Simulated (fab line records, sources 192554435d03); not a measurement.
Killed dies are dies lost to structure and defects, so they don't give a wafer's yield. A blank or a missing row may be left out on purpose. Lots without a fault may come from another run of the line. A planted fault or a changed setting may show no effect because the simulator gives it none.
Split-lot experiment | flow n5_finfet | 7 lots, 21 wafers read, on a route of 1938 steps

THE SPLIT
At N5_BEOL_M8_COAT_05 (resist thk 90 nm), the setting spin_rpm was moved away from the recipe's 1500 rpm on 7 of the 21 wafers read, by -3.8% to +8.5%. The other wafers ran this setting at the recipe's value.

FROM THE SPLIT TO THE READING: what the file shows between them, 5 steps
- N5_BEOL_M8_EBR_07
- N5_BEOL_M8_SOFTBAKE_06: time 60 s
- N5_BEOL_M8_EXPOSE_08: exposes mask M8
- N5_BEOL_M8_PEB_09: peb time 60 s
- N5_BEOL_M8_DEVELOP_10: develop time 30 s

THE READING
CAR-ArF_of_BEOL_M8_COAT_05.thk_nm (the simulator's own value, which no gauge read), in nm, at N5_BEOL_M8_DESCUM_16 (chemistry O2, time 7.9 s). The file gives no usual value for it. The 14 wafers here that ran the recipe average 83.4 nm, standard deviation 0.2 nm.

wafer  | tool, chamber at the split | spin_rpm as run, rpm | against the recipe | CAR-ArF_of_BEOL_M8_COAT_05.thk_nm, nm | against lot-mates on the recipe
L075.1 | litho_track-01, 0          | 1500                 | recipe             | 83.2                                  | -
L075.5 | litho_track-01, 0          | 1500                 | recipe             | 83.4                                  | -
L075.6 | litho_track-01, 0          | 1443                 | -3.8%              | 85.4                                  | +2.1
L076.1 | litho_track-05, 0          | 1628                 | +8.5%              | 79.6                                  | -3.6
L076.3 | litho_track-05, 0          | 1500                 | recipe             | 83.2                                  | -
L076.6 | litho_track-05, 0          | 1500                 | recipe             | 83.2                                  | -
L078.4 | litho_track-01, 0          | 1500                 | recipe             | 83.8                                  | -
L078.5 | litho_track-01, 0          | 1500                 | recipe             | 83.6                                  | -
L078.6 | litho_track-01, 0          | 1556                 | +3.7%              | 82                                    | -1.7
L081.2 | litho_track-02, 0          | 1500                 | recipe             | 83.4                                  | -
L081.4 | litho_track-02, 0          | 1500                 | recipe             | 83.4                                  | -
L081.5 | litho_track-02, 0          | 1500                 | recipe             | 83.4                                  | -
L085.1 | litho_track-05, 0          | 1558                 | +3.9%              | 82.2                                  | -1.6
L085.3 | litho_track-05, 0          | 1500                 | recipe             | 83.8                                  | -
L085.5 | litho_track-05, 0          | 1558                 | +3.9%              | 82                                    | -1.8
L090.1 | litho_track-02, 0          | 1500                 | recipe             | 83.2                                  | -
L090.4 | litho_track-02, 0          | 1500                 | recipe             | 83.4                                  | -
L090.5 | litho_track-02, 0          | 1500                 | recipe             | 83.4                                  | -
L095.1 | litho_track-01, 0          | 1500                 | recipe             | 83.2                                  | -
L095.2 | litho_track-01, 0          | 1451                 | -3.3%              | 84.8                                  | +1.6
L095.3 | litho_track-01, 0          | 1451                 | -3.3%              | 84.6                                  | +1.4

THE FIT
A straight line over all 21 wafers: CAR-ArF_of_BEOL_M8_COAT_05.thk_nm changes by -0.421 nm for each +1% of spin_rpm; r = -0.98; the points scatter about the line by 0.23 nm.
The same after taking each lot's own level away (the mean of its wafers on the recipe; 21 wafers): -0.448 nm for each +1%; r = -1.00; scatter 0.12 nm.
On that fit, the largest move of spin_rpm shifts the reading by 3.8 nm.
The lots' own levels span 83.20 to 83.80 nm, that is 3.0 times the standard deviation above.
So the lot-to-lot level changes the slope little: the two slopes agree.
Check: with one of the wafers moved furthest among these (+8.5%) left out of the fit, the line predicts -3.97 nm for it against its lot-mates. It came out at -3.6 nm against them.

OTHER SPLITS ON THESE WAFERS
These wafers also went through other splits before the reading. Each is held against what the fit with the lots' levels taken away leaves over:
other split on the same wafers     | wafers away from the commonest value | r with CAR-ArF_of_BEOL_M8_COAT_05.thk_nm (lot level and that fit taken away)
N5_BEOL_M4_TRENCH_ETCH_37 time_s   | 3                                    | -0.11
N5_BEOL_M5_VIA_ETCH_34 source_w    | 8                                    | -0.26
N5_BEOL_M5_TRENCH_ETCH_37 source_w | 6                                    | -0.27
N5_BEOL_M8_COAT_59 spin_rpm        | 7                                    | +0.16

THE WHOLE CHAIN: every reading that the file lists as answering this split, in the file's order
step                  | what it does             | reading                                                                            | change (the file's fit)               | r (the file's)
N5_BEOL_M8_COAT_05    | resist thk 90 nm         | CAR-ArF_of_BEOL_M8_COAT_05.thk_nm (the simulator's own value, which no gauge read) | -0.436 nm for each +1% of the setting | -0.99
N5_BEOL_M8_DEVELOP_10 | develop time 30 s        | CAR-ArF_of_BEOL_M8_COAT_05.thk_nm (the simulator's own value, which no gauge read) | -0.43 nm for each +1% of the setting  | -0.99
N5_BEOL_M8_DESCUM_16  | chemistry O2, time 7.9 s | CAR-ArF_of_BEOL_M8_COAT_05.thk_nm (the simulator's own value, which no gauge read) | -0.446 nm for each +1% of the setting | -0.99

THE FILE'S OWN FIT
CAR-ArF_of_BEOL_M8_COAT_05.thk_nm changes by -0.446 nm for each +1% of spin_rpm, r = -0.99.
